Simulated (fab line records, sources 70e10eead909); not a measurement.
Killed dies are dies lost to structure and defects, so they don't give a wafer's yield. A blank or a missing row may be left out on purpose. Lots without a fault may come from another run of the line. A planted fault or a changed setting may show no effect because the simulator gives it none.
fab line records    flow nand_harc
record: lots: 13  wafers: 39  last_day: 33
route steps=1302 shown A_SGD_CUT@907 END@1302
lots with no fault: from the same line, run without faults
start_h: the number of hours between the record's first day and the start of the first shown wafer of the lot    wait_h: hours from the lot's prior step to this one    " repeats the value in the row above    L1.1+2: one row covering several wafers at once    - either no value or no given start    * or withheld: withheld    < > ~ a bound
route shown NAME@n: a module of which the file shows steps, and the number in the route of the first    usual: mean/standard deviation of fault-free wafers    same: alike in all rows    chamber/n: place in a boat    sites: the reading at each site    _std_site: standard deviation across them    _edge_site: inner sites' mean taken away from outer sites' mean    radius_mm: how far each site lies from the wafer's centre    mask NAME#n: copy n    behind: tool/chamber where the wafer was last shaped    hold: reason for holding the lot/hours on hold/outcome of the hold    device: whichever transistor did not switch (one of n, p or np)    end of line: tests of these same wafers at the route's end    step lacking rows: just its recipe    killed: at the first sort, the dies lost to defects and structure; wafer yield is something else    map: a wafer's dies, x killed, . not, _ none there
set.NAME: the run value of the setting; set.NAME@STEP: its run value at that earlier step    model.NAME: the simulator's own value behind a step, which no gauge read
a sample of lots followed through the steps of the route, with each step as a table and each wafer as a row
services: the hour from which a tool's chamber was out of use, counted from the record's first day as start_h (under 0 if before that day), plus the number of hours and why
== steps ==
step: NHARC_A_SGD_CUT_ETCH_15
recipe: target_depth_a: 750  time_s: 64.3  ch3f_flow_sccm: 50  o2_flow_sccm: 30  ar_flow_sccm: 200  rf_w: 500  bias_w: 100  chemistry: CH3F/O2
usual: drypump_motor_current_A: 5.7/0.56  oes_product_au: 0.962/0.012  rf_vpp_V: 264.4/1.7  run_length_s: 85.7/0.52  showerhead_plenum_p_Torr: 2.50/0.099  throttle_valve_pct: 20.663/0.011
lot.wafer  tool         chamber  start_h  wait_h  drypump_motor_current_A  oes_product_au  rf_hours_counter_h  rf_vpp_V  run_length_s  showerhead_plenum_p_Torr  throttle_valve_pct
L835.1     rie_diel-11  0        -        -       6.1                      0.962           2                   261.7     85.7          2.28                      20.633
L835.2     "            1        "        "       5.6                      0.965           2                   266.5     85.4          2.54                      20.655
L835.6     "            3        "        "       5.4                      0.945           -                   265.7     86.6          2.50                      20.660
L833.1     rie_diel-07  0        -        -       4.6                      0.958           8                   266.8     85.4          2.64                      20.663
L833.3     "            1        "        "       6.4                      0.962           8                   262.0     85.8          2.34                      20.646
L833.4     "            2        "        "       5.5                      0.954           -                   264.5     85.0          2.53                      20.665
L836.2     rie_diel-07  1        -        -       6.4                      0.965           8                   262.3     85.6          2.34                      20.665
L836.5     "            1        "        "       6.3                      0.963           -                   262.8     85.6          2.34                      20.654
L836.4     "            2        "        "       5.5                      0.962           -                   265.0     84.8          2.53                      20.674
L834.1     rie_diel-01  3        -        -       5.4                      0.971           6                   264.0     85.6          2.55                      20.659
L834.3     "            0        "        "       5.5                      0.968           7                   264.2     86.1          2.44                      20.667
L834.5     "            2        "        "       5.9                      0.974           -                   264.1     86.7          2.45                      20.684
L838.1     rie_diel-07  1        -        -       6.3                      0.973           2                   264.0     85.5          2.34                      20.660
L838.4     "            3        "        "       6.4                      0.955           1                   264.0     86.2          2.54                      20.672
L838.5     "            1        "        "       6.3                      0.958           -                   260.8     85.5          2.34                      20.663
L837.3     rie_diel-11  0        -        -       6.1                      0.965           5                   260.5     85.7          2.28                      20.682
L837.5     "            1        "        "       5.6                      0.959           -                   264.7     85.6          2.54                      20.672
L837.6     "            2        "        "       6.1                      0.970           -                   264.9     85.4          2.60                      20.655
L839.3     rie_diel-11  1        -        -       5.6                      0.954           5                   265.3     85.3          2.54                      20.662
L839.4     "            3        "        "       5.4                      0.961           5                   264.9     86.2          2.50                      20.649
L839.5     "            0        "        "       6.1                      0.968           -                   262.0     85.6          2.28                      20.672
L841.4     rie_diel-07  0        -        -       4.6                      0.961           4                   265.8     85.5          2.64                      20.660
L841.1     "            3        "        "       6.4                      0.952           4                   266.3     85.7          2.54                      20.671
L841.5     "            0        "        "       4.6                      0.967           -                   266.4     85.6          2.64                      20.657
L847.4     rie_diel-07  1        -        -       6.3                      0.968           7                   261.4     85.3          2.33                      20.660
L847.5     "            0        "        "       4.6                      0.973           -                   266.9     85.6          2.63                      20.664
L847.6     "            1        "        "       6.3                      0.964           -                   262.4     85.6          2.33                      20.656
L850.3     rie_diel-07  0        -        -       4.6                      0.955           7                   267.1     85.2          2.63                      20.656
L850.6     "            2        "        "       5.5                      0.943           -                   265.8     84.6          2.52                      20.671
L850.5     "            3        "        "       6.4                      0.950           -                   263.7     86.2          2.54                      20.664
L852.4     rie_diel-11  0        -        -       6.1                      0.960           3                   261.3     85.5          2.27                      20.661
L852.2     "            2        "        "       6.1                      0.970           3                   266.3     85.3          2.59                      20.648
L852.6     "            0        "        "       6.1                      0.955           -                   259.6     85.7          2.27                      20.668
L853.3     rie_diel-01  2        -        -       5.9                      0.971           5                   263.7     86.3          2.44                      20.662
L853.6     "            3        "        "       5.4                      0.965           -                   266.0     85.6          2.54                      20.639
L853.5     "            0        "        "       5.5                      0.966           -                   263.8     86.0          2.43                      20.680
L855.2     rie_diel-11  1        -        -       5.6                      0.947           5                   265.0     85.4          2.54                      20.676
L855.3     "            0        "        "       6.2                      0.976           5                   260.4     85.7          2.27                      20.654
L855.5     "            1        "        "       5.6                      0.957           -                   264.6     85.3          2.54                      20.670
step: NHARC_A_SGD_CUT_ETCH_16
recipe: target_depth_a: 3105  time_s: 155.2  c4f8_flow_sccm: withheld  o2_flow_sccm: 8  ar_flow_sccm: withheld  rf_w: 600  bias_w: 800  chemistry: C4F8/O2/Ar
usual: oes_product_au: 0.972/0.01  rf_vpp_V: 725/4.3  run_length_s: 176.6/0.51
lot.wafer  tool         chamber  start_h  wait_h  oes_product_au  rf_hours_counter_h  rf_vpp_V  run_length_s
L835.2     rie_diel-11  2        459.25   -       0.989           2                   729       176.1
L835.1     "            3        "        "       0.970           2                   726       177.5
L835.6     "            2        "        "       0.989           -                   728       176.0
L833.3     rie_diel-07  2        460.33   -       0.972           8                   727       175.6
L833.1     "            1        "        "       0.967           8                   719       176.1
L833.4     "            1        "        "       0.968           -                   719       176.2
L836.2     rie_diel-07  2        467.75   -       0.976           9                   725       175.7
L836.4     "            1        "        "       0.984           -                   719       176.2
L836.5     "            2        "        "       0.975           -                   726       175.6
L834.1     rie_diel-01  2        470.52   -       0.990           6                   724       177.6
L834.3     "            3        "        "       0.983           6                   725       176.6
L834.5     "            2        "        "       0.979           -                   723       177.8
L838.1     rie_diel-07  0        500.26   -       0.961           1                   731       176.2
L838.4     "            3        "        "       0.967           1                   727       176.5
L838.5     "            1        "        "       0.968           -                   719       176.2
L837.3     rie_diel-11  3        500.76   -       0.971           5                   725       177.4
L837.6     "            3        "        "       0.969           -                   725       177.3
L837.5     "            0        "        "       0.971           -                   716       176.7
L839.4     rie_diel-11  3        510.26   -       0.970           6                   725       177.1
L839.3     "            0        "        "       0.974           6                   716       176.6
L839.5     "            2        "        "       0.976           -                   729       175.9
L841.4     rie_diel-07  1        548.92   -       0.983           4                   719       176.1
L841.1     "            3        "        "       0.964           4                   725       176.7
L841.5     "            1        "        "       0.983           -                   718       176.3
L847.4     rie_diel-07  3        598.59   -       0.966           6                   726       176.7
L847.5     "            0        "        "       0.977           -                   731       193.9
L847.6     "            1        "        "       0.972           -                   719       176.8
L850.3     rie_diel-07  0        607.14   -       0.975           7                   730       193.8
L850.5     "            1        "        "       0.953           -                   719       176.4
L850.6     "            2        "        "       0.968           -                   725       175.6
L852.4     rie_diel-11  3        651.22   -       0.964           3                   725       177.0
L852.2     "            1        "        "       0.982           4                   726       176.2
L852.6     "            0        "        "       0.968           -                   716       176.8
L853.3     rie_diel-01  0        653.44   -       0.980           6                   723       177.1
L853.5     "            2        "        "       0.975           -                   722       177.2
L853.6     "            3        "        "       0.972           -                   727       176.4
L855.3     rie_diel-11  0        657.67   -       0.961           5                   715       176.4
L855.2     "            2        "        "       0.967           4                   728       176.0
L855.5     "            1        "        "       0.955           -                   725       176.4
step: NHARC_A_SGD_CUT_CMP_21
recipe: target_thk_nm: 148.19
usual: motor_current_A: 12.5/1.2  pad_life_wafers: 206/100  retaining_ring_pressure_frac: 1.000/0.0046  time_to_endpoint_s: 48.4/2.3
lot.wafer  tool    chamber  start_h  wait_h  motor_current_A  pad_life_wafers  retaining_ring_pressure_frac  time_to_endpoint_s
L833.4     cmp-01  3        464.82   0.4     12.5             252              0.998                         51.8
L833.3     "       0        "        "       13.3             253              1.000                         48.7
L833.1     "       2        "        "       12.0             255              0.991                         50.5
L835.2     cmp-03  2        464.85   0.4     11.3             25               0.993                         43.9
L835.1     "       0        "        "       12.5             27               1.001                         42.6
L835.6     "       1        "        "       13.1             -                0.995                         44.4
L836.2     cmp-01  3        475.33   0.4     12.1             288              1.005                         47.5
L836.4     "       2        "        "       12.7             291              0.995                         49.9
L836.5     "       0        "        "       13.1             -                1.009                         45.2
L834.1     cmp-02  2        475.33   0.4     11.7             198              0.996                         47.2
L834.3     "       1        "        "       12.4             201              0.998                         46.8
L834.5     "       3        "        "       12.6             -                1.006                         48.6
L838.1     cmp-03  2        505.92   0.4     11.4             156              1.004                         52.3
L838.4     "       3        "        "       14.3             157              1.004                         54.4
L838.5     "       3        "        "       14.7             -                1.001                         49.8
L837.3     cmp-01  2        505.93   0.4     12.5             55               0.991                         49.2
L837.6     "       1        "        "       13.6             -                0.998                         49.4
L837.5     "       2        "        "       12.7             -                0.993                         48.6
L839.3     cmp-03  0        515.61   0.4     12.6             199              1.004                         53.1
L839.4     "       1        "        "       12.1             200              1.002                         55.0
L839.5     "       3        "        "       15.6             -                1.002                         51.8
L841.1     cmp-01  3        553.92   0.4     12.1             222              1.001                         48.7
L841.4     "       0        "        "       13.1             223              1.003                         51.7
L841.5     "       0        "        "       12.6             -                0.992                         47.5
L847.4     cmp-01  1        604.11   0.4     13.7             84               1.007                         49.1
L847.5     "       1        "        "       12.9             -                0.999                         45.8
L847.6     "       2        "        "       11.7             -                0.998                         49.4
L850.3     cmp-01  2        612.74   0.4     12.3             135              1.005                         49.5
L850.6     "       3        "        "       12.2             -                0.998                         48.5
L850.5     "       0        "        "       13.0             -                1.002                         49.1
L852.2     cmp-01  1        655.67   0.4     13.4             348              1.000                         51.6
L852.4     "       2        "        "       12.4             349              1.007                         49.9
L852.6     "       1        "        "       13.9             -                1.002                         47.6
L853.3     cmp-01  0        655.84   0.5     12.9             355              0.994                         45.0
L853.5     "       3        "        "       12.1             -                1.000                         46.5
L853.6     "       0        "        "       12.4             -                0.995                         47.5
L855.2     cmp-01  0        662.99   0.4     13.2             372              1.003                         47.6
L855.3     "       2        "        "       11.7             374              0.992                         50.9
L855.5     "       1        "        "       13.6             -                0.997                         49.6
step: NHARC_END_SORT_01
recipe: temp_c: 25
usual: killed_at_array: 51/17  killed_at_other: 1.6/2.1  killed_at_periphery: 4/3.2  killed_dies: 57/18  killed_open: 2.9/1.7  killed_short: 2.3/1.3
same: gross_dies: 677
lot.wafer  tool       chamber  start_h  wait_h  killed_at_array  killed_at_other  killed_at_periphery  killed_dies  killed_open  killed_short
L847.4     prober-01  0        727.29   3.4     52               1                1                    54           2            2
L847.5     prober-01  0        728.10   3.7     654              0                8                    662          7            2
L847.6     prober-01  0        728.91   4.0     53               0                1                    54           3            1
L850.3     prober-02  0        732.85   3.1     669              0                3                    672          2            4
L850.5     prober-02  0        734.43   3.6     53               1                0                    54           3            5
L850.6     prober-02  0        735.21   3.9     46               0                4                    50           4            3
killed by level:class
L847.4 A_SLIT:chamber_film_flake=21 A_CHANNEL_HOLE_D2:chamber_film_flake=10 A_CHANNEL_HOLE_D1:chamber_film_flake=8 A_STAIRCASE:chamber_film_flake=4 A_M0:geometric_particle:open=2 A_CHANNEL_FILL_D1:chamber_film_flake=2 A_CONTACT:chamber_film_flake=2 A_ONON_D2:geometric_particle:short=1
L847.5 A_SGD_CUT:area_etch=598 A_SLIT:chamber_film_flake=23 A_CHANNEL_HOLE_D2:chamber_film_flake=9 A_CONTACT:chamber_film_flake=8 A_CHANNEL_HOLE_D1:chamber_film_flake=4 A_ONON_D2:geometric_particle:open=3 P_M0:chamber_film_flake=3 A_STAIRCASE:chamber_film_flake=3
L847.6 A_SLIT:chamber_film_flake=25 A_CONTACT:chamber_film_flake=7 A_CHANNEL_HOLE_D1:chamber_film_flake=5 A_CHANNEL_HOLE_D2:chamber_film_flake=5 A_CHANNEL_FILL_D1:chamber_film_flake=3 A_CHANNEL_FILL_D2:geometric_particle:open=2 A_STAIRCASE:chamber_film_flake=2 A_ONON_D2:geometric_particle:short=1
L850.3 A_SGD_CUT:area_etch=622 A_SLIT:chamber_film_flake=21 A_CHANNEL_HOLE_D1:chamber_film_flake=12 A_DECK1_JOINT:chamber_film_flake=4 A_CHANNEL_FILL_D1:chamber_film_flake=2 A_WL_FILL:chamber_film_flake=2 A_CONTACT:chamber_film_flake=2 P_CONTACT:geometric_particle:open=1
L850.5 A_SLIT:chamber_film_flake=25 A_CHANNEL_HOLE_D1:chamber_film_flake=13 A_CONTACT:chamber_film_flake=3 A_CHANNEL_FILL_D1:chamber_film_flake=3 A_SOURCE_PLATE:geometric_particle:open=1 A_DECK1_JOINT:geometric_particle:open=1 A_DECK1_JOINT:geometric_particle:short=1 A_CHANNEL_FILL_D2:geometric_particle:short=1
L850.6 A_SLIT:chamber_film_flake=25 A_CHANNEL_HOLE_D1:chamber_film_flake=11 A_CONTACT:chamber_film_flake=2 P_GATE:geometric_particle:open=1 P_CONTACT:geometric_particle:open=1 A_CHANNEL_HOLE_D1:geometric_particle:short=1 A_DECK1_JOINT:geometric_particle:open=1 A_CHANNEL_HOLE_D2:geometric_particle:short=1
== services ==
tool         chamber  start_h  hours  kind
rie_diel-07  3        443.69   27.6   repair
cmp-03       -        458.38   4.0    pm
rie_diel-11  1        464.81   7.4    repair
cmp-01       -        468.67   0.5    repair
rie_diel-07  -        471.20   9.0    pm
cmp-02       -        481.09   1.1    repair
cmp-01       -        486.13   4.0    pm
cmp-03       -        493.98   1.4    repair
rie_diel-01  3        500.28   12.8   repair
cmp-03       -        505.33   0.3    repair
cmp-03       -        510.95   0.9    repair
cmp-01       -        534.57   1.1    repair
cmp-03       -        536.15   0.5    repair
cmp-03       -        556.38   4.0    pm
rie_diel-01  -        557.93   9.0    pm
cmp-01       -        564.83   2.3    repair
cmp-03       -        570.44   0.3    repair
cmp-01       -        584.13   4.0    pm
cmp-03       -        587.79   74.2   repair
rie_diel-11  -        609.50   9.0    pm
rie_diel-07  3        627.36   4.3    repair
rie_diel-07  -        648.20   9.0    pm
rie_diel-07  0        658.35   4.0    repair
cmp-03       -        661.99   4.0    pm
== key ==
first_sign: step: NHARC_A_SGD_CUT_ETCH_16  reading: run_length_s  direction: up  sigmas: 34  usual: *  struck: *
effect: step: NHARC_END_SORT_01  reading: killed_at_array  direction: up  sigmas: 35  usual: 51  struck: 662
more_kills_born_at: NHARC_A_SGD_CUT_ETCH_16@rie_diel-07: 1220
met_at NHARC_A_SGD_CUT_ETCH_16
struck_lots L847,L850
struck_wafers L847.5,L850.3
later_rows_left_out L847.5,L850.3
tester_left_out L847,L850
not_acting_at NHARC_A_SGD_CUT_ETCH_15,NHARC_A_SGD_CUT_CMP_21
onset_between 500.26 598.59
fault: kind: process_parameter_drift  tool: rie_diel-07  chamber: 0  onset_h: 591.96  steps: NHARC_A_SGD_CUT_ETCH_16  channel: time_s  offset: *  shape: step  end_h: 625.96  acts_in: *  stated: *
tester_left_out: of these lots the tester's yield and bins aren't shown, on N5 and GAA mostly nor the transistor test; their killed dies are dies lost to structure and defects alone, not to doping, threshold or leakage, so they don't give the yield
later_rows_left_out: the simulator's readings of these wafers behind a module that went badly wrong aren't trusted and aren't shown, but for the sort
